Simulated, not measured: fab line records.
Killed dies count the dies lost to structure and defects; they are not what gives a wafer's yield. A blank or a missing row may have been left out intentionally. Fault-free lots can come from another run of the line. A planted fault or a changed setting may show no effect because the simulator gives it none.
Split-lot trial | flow n5_finfet | on a route of 1938 steps: 7 lots, 21 wafers read

## THE SPLIT ITSELF
At N5_PMOS_HMC_CHANNEL_EPI_PEB_07 (peb time 60 s), the setting peb_temp_c was moved away from the recipe's 110 C on 5 of the 21 wafers read, by -3.3% to +1.5%. All remaining wafers had this setting at the recipe value.

## FROM SPLIT TO READING: 1 step shown by the file between the two
- N5_PMOS_HMC_CHANNEL_EPI_DEVELOP_08: develop time 30 s

## THE READING
cd_nm (nm) at N5_PMOS_HMC_CHANNEL_EPI_CD_MEAS_09, where the cd target is 237.4 nm. A value of 237.4 nm with a standard deviation of 0.81 nm is what fault-free wafers of this fab line usually give.

wafer  | tool, chamber at the split | peb_temp_c as run, C | against the recipe | cd_nm, nm | against lot-mates on the recipe
L074.1 | litho_track-02, 0          | 110                  | recipe             | 237.4     | -
L074.2 | litho_track-02, 0          | 111.6                | +1.5%              | 242.3     | +4.9
L074.4 | litho_track-02, 0          | 111.6                | +1.5%              | 242.0     | +4.6
L076.4 | litho_track-04, 0          | 110                  | recipe             | 236.1     | -
L076.5 | litho_track-04, 0          | 110                  | recipe             | 235.5     | -
L076.6 | litho_track-04, 0          | 110                  | recipe             | 238.4     | -
L078.2 | litho_track-02, 0          | 110                  | recipe             | 239.5     | -
L078.4 | litho_track-02, 0          | 110                  | recipe             | 237.0     | -
L078.6 | litho_track-02, 0          | 110                  | recipe             | 237.4     | -
L084.2 | litho_track-03, 0          | 110                  | recipe             | 236.4     | -
L084.5 | litho_track-03, 0          | 110                  | recipe             | 236.2     | -
L084.6 | litho_track-03, 0          | 110                  | recipe             | 237.2     | -
L087.1 | litho_track-02, 0          | 110                  | recipe             | 235.9     | -
L087.5 | litho_track-02, 0          | 110                  | recipe             | 236.7     | -
L087.6 | litho_track-02, 0          | 110                  | recipe             | 237.3     | -
L090.1 | litho_track-04, 0          | 107.4                | -2.4%              | 229.3     | -5.6
L090.3 | litho_track-04, 0          | 110                  | recipe             | 231.6     | -
L090.6 | litho_track-04, 0          | 110                  | recipe             | 238.3     | -
L095.2 | litho_track-02, 0          | 106.4                | -3.3%              | 224.5     | -9.3
L095.4 | litho_track-02, 0          | 106.4                | -3.3%              | 221.0     | -12.8
L095.6 | litho_track-02, 0          | 110                  | recipe             | 233.8     | -

THE FIT
A straight line over all 21 wafers: cd_nm changes by +3.96 nm for each +1% of peb_temp_c; r = +0.94; the points scatter about the line by 1.8 nm.
The same after taking each lot's own level away (the mean of its wafers on the recipe; 21 wafers): +3.19 nm for each +1%; r = +0.94; scatter 1.5 nm.
Per that fit: largest peb_temp_c move, reading shift of 10 nm.
The span of the lots' own levels, 233.80 to 237.97 nm, comes to 5.1 times the standard deviation stated above.
In other words, the slope is changed by the lot-to-lot level; the two fits disagree.
Check: with one of the wafers moved furthest among these (-3.3%) left out of the fit, the line predicts -11 nm for it against its lot-mates. Against them it came out at -9.3 nm.

## ADDITIONAL SPLITS CARRIED BY THESE WAFERS
These wafers also went through other splits before the reading. Each is held against what the fit with the lots' levels taken away leaves over:
other split on the same wafers            | wafers away from the commonest value | r with cd_nm (lot level and that fit taken away)
N5_ZERO_LAYER_EXPOSE_08 dose_mj           | 7                                    | -0.16
N5_PMOS_HMC_CHANNEL_EPI_EXPOSE_06 dose_mj | 6                                    | +0.69

## THE WHOLE CHAIN: every reading that the file lists as answering this split, in the file's order
step                                  | what it does                                                           | reading                                                                     | change (the file's fit)                                                                             | r (the file's)
N5_PMOS_HMC_CHANNEL_EPI_CD_MEAS_09    | target cd 237.4 nm                                                     | cd_nm                                                                       | +3.07 nm for each +1% of the setting                                                                | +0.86
N5_PMOS_HMC_CHANNEL_EPI_DESCUM_14     | chemistry O2, time 7.9 s                                               | PMOS_HMC_CHANNEL_EPI.cd_nm (the simulator's own value, which no gauge read) | +3.03 nm for each +1% of the setting                                                                | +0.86
N5_PMOS_HMC_CHANNEL_EPI_ETCH_32       | etches BARC in N2/H2, stops on SiO2, target depth 85.8 nm, time 50.3 s | PMOS_HMC_CHANNEL_EPI.cd_nm (the simulator's own value, which no gauge read) | +3.7 nm for each +1% of the setting, in a fit together with dose_mj@PMOS_HMC_CHANNEL_EPI_EXPOSE_06  | 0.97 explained
N5_PMOS_HMC_CHANNEL_EPI_HM_OPEN_15    | chemistry CHF3/O2, target SiO2, target depth 40.6 nm, time 20.3 s      | PMOS_HMC_CHANNEL_EPI.cd_nm (the simulator's own value, which no gauge read) | +3.69 nm for each +1% of the setting, in a fit together with dose_mj@PMOS_HMC_CHANNEL_EPI_EXPOSE_06 | 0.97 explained
N5_PMOS_HMC_CHANNEL_EPI_ETCH_38       | etches SiO2 in CF4, target depth 1.5 nm                                | PMOS_HMC_CHANNEL_EPI.cd_nm (the simulator's own value, which no gauge read) | +3.69 nm for each +1% of the setting, in a fit together with dose_mj@PMOS_HMC_CHANNEL_EPI_EXPOSE_06 | 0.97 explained
N5_PMOS_HMC_CHANNEL_EPI_FIN_RECESS_16 | chemistry HBr/Cl2, target Si, target depth 54 nm, time 18 s            | PMOS_HMC_CHANNEL_EPI.cd_nm (the simulator's own value, which no gauge read) | +3.69 nm for each +1% of the setting, in a fit together with dose_mj@PMOS_HMC_CHANNEL_EPI_EXPOSE_06 | 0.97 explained

## THE FILE'S OWN FIT
cd_nm changes by +3.07 nm for each +1% of peb_temp_c, r = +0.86.
